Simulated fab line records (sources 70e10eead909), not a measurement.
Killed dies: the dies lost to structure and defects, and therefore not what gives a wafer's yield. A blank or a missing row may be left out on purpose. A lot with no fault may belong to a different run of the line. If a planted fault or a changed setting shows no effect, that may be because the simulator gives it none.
One fault through the eyes of 2 desks + flow nand-harc + what lay behind the numbers comes last; until then each desk has only its own

== METROLOGY DESK ==
What the gauges read for every lot (on any tool): the sampled wafers with a number, averaged. Any lot whose mean is over 4 standard deviations away from the usual mean is out of limits and marked OUT; that distance is given in the brackets.
Columns: A = cd-nm at NHARC_P_GATE_CD_MEAS_26, usual 119.7 nm
| lot  | first seen here | A                       |
|------|-----------------|-------------------------|
| L204 | day 4 16:35     | 120.6                   |
| L205 | day 4 16:45     | 119.9                   |
| L207 | day 5 06:32     | 119.0                   |
| L208 | day 5 17:11     | 119.7                   |
| L210 | day 6 10:26     | 119.2                   |
| L212 | day 6 18:51     | 119.0                   |
| L213 | day 7 01:25     | 119.6                   |
| L216 | day 7 21:37     | 120.4                   |
| L215 | day 7 22:56     | 185.7 (+99 or more) OUT |
| L217 | day 7 23:11     | 120.3                   |
| L220 | day 8 11:49     | 186.0 (+99 or more) OUT |
| L227 | day 10 05:47    | 119.6                   |
This desk's verdict: out of limits on L215, L220, starting with L215 at day 7 22:56 (cd-nm at NHARC_P_GATE_CD_MEAS_26). Within limits: L204, L205, L207, L208, L210, L212, L213, L216, L217, L227.

== AT THE TOOL OWNER'S DESK: litho-track-06 ==
The tool's own readings at NHARC_P_GATE_PEB_24 (peb time 65 s): means of the sampled wafers that have a number, for each lot that ran on this tool. Any lot whose mean is over 4 standard deviations away from the usual mean is out of limits and marked OUT; that distance is given in the brackets.
Columns: A = heater-power-total-W at NHARC_P_GATE_PEB_24, usual 156.6 W
| lot  | first seen here | A                       |
|------|-----------------|-------------------------|
| L207 | day 5 06:28     | 156.3                   |
| L208 | day 5 17:07     | 156.1                   |
| L210 | day 6 10:20     | 156.6                   |
| L212 | day 6 18:46     | 156.8                   |
| L213 | day 7 01:20     | 156.6                   |
| L215 | day 7 22:51     | 346.9 (+99 or more) OUT |
| L220 | day 8 11:44     | 345.3 (+99 or more) OUT |
This desk's verdict: out of limits on L215, L220, starting with L215 at day 7 22:51 (heater-power-total-W at NHARC_P_GATE_PEB_24). Within limits: L207, L208, L210, L212, L213.

== PUT TOGETHER ==
The tool owner's desk could have raised an alarm at day 7 22:51, on L215, L220.
On L215, L220, the metrology desk was in a position to raise an alarm at day 7 22:56.
Every lot named ran NHARC_P_GATE_PEB_24 on litho-track-06.

== WHAT THE SIMULATOR HAD INSERTED ==
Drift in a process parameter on litho-track-06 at NHARC_P_GATE_PEB_24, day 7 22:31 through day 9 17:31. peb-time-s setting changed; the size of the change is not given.
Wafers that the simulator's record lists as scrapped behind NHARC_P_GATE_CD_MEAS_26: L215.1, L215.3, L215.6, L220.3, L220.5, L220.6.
Struck lots among those shown: L215, L220.
Time in hours from fault onset to the first out-of-limits reading at each desk: tool owner's desk 0, metrology desk 0.
